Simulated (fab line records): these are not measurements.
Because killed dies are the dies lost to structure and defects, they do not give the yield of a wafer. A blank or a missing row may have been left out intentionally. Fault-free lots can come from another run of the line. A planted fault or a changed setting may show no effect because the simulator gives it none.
Chamber matching | flow n5 finfet | rie diel-06 running N5_BEOL_M8_DESCUM_16: 4 sister chambers
The step chemistry O2, time 7.9 s. 16 wafers are shown with their chamber, then 8 later ones without.

WAFERS PAIRED WITH THEIR CHAMBERS
wafer  | chamber | drypump motor current A (A) | throttle valve pct (%) | showerhead plenum p Torr (Torr)
L077.1 | 1       | 6.6                         | 20.02                  | 2.12
L077.2 | 3       | 5.5                         | 20.53                  | 2.07
L077.5 | 1       | 6.6                         | 20.03                  | 2.12
L078.1 | 2       | 5.9                         | 20.46                  | 2.08
L078.4 | 3       | 5.5                         | 20.53                  | 2.07
L078.6 | 0       | 6.1                         | 20.58                  | 2.23
L083.3 | 1       | 6.6                         | 20.05                  | 2.12
L083.4 | 3       | 5.5                         | 20.52                  | 2.06
L083.6 | 0       | 6.0                         | 20.58                  | 2.22
L086.2 | 1       | 6.6                         | 20.05                  | 2.12
L086.3 | 3       | 5.5                         | 20.55                  | 2.06
L086.6 | 3       | 5.5                         | 20.55                  | 2.06
L090.2 | 2       | 5.9                         | 20.48                  | 2.07
L090.4 | 3       | 5.5                         | 20.57                  | 2.06
L090.6 | 2       | 5.9                         | 20.50                  | 2.07
L091.3 | 2       | 5.9                         | 20.49                  | 2.07

SIGNATURES (means of the wafers above)
reading                  | chamber 0 | chamber 1 | chamber 2 | chamber 3 | scatter within a chamber
drypump motor current A  | 6.050     | 6.600     | 5.900     | 5.500     | 0.0204
throttle valve pct       | 20.5800   | 20.0375   | 20.4825   | 20.5417   | 0.0164
showerhead plenum p Torr | 2.2250    | 2.1200    | 2.0725    | 2.0633    | 0.00464
Rule: for a wafer and a chamber, the distance is found by dividing, reading by reading, the gap between the wafer's reading and the chamber's mean by the reading's scatter, squaring, summing and taking the root. The wafer belongs to the nearest chamber; if the next one is less than 2 further off, it can't be placed. How the scatter is found: for the shown wafers, subtract from each reading the mean of its chamber, square and add these, divide the total by (wafers less chambers), then take the root.

WAFERS WITH NO CHAMBER GIVEN
wafer  | drypump motor current A (A) | throttle valve pct (%) | showerhead plenum p Torr (Torr)
L091.4 | 5.5                         | 20.55                  | 2.06
L091.6 | 6.6                         | 20.07                  | 2.11
L095.2 | 6.0                         | 20.64                  | 2.21
L095.5 | 5.9                         | 20.52                  | 2.06
L095.6 | 6.6                         | 20.08                  | 2.11
L097.2 | 5.5                         | 20.58                  | 2.05
L097.5 | 6.6                         | 20.08                  | 2.11
L097.6 | 6.0                         | 20.64                  | 2.21

THE CHAMBER EACH PASSED THROUGH
wafer  | from the rows above | in truth
L091.4 | 3                   | 3
L091.6 | 1                   | 1
L095.2 | 0                   | 0
L095.5 | 2                   | 2
L095.6 | 1                   | 1
L097.2 | 3                   | 3
L097.5 | 1                   | 1
L097.6 | 0                   | 0
8 of 8 placed correctly. Left unplaced by these rows: 0. Wrongly placed: 0.
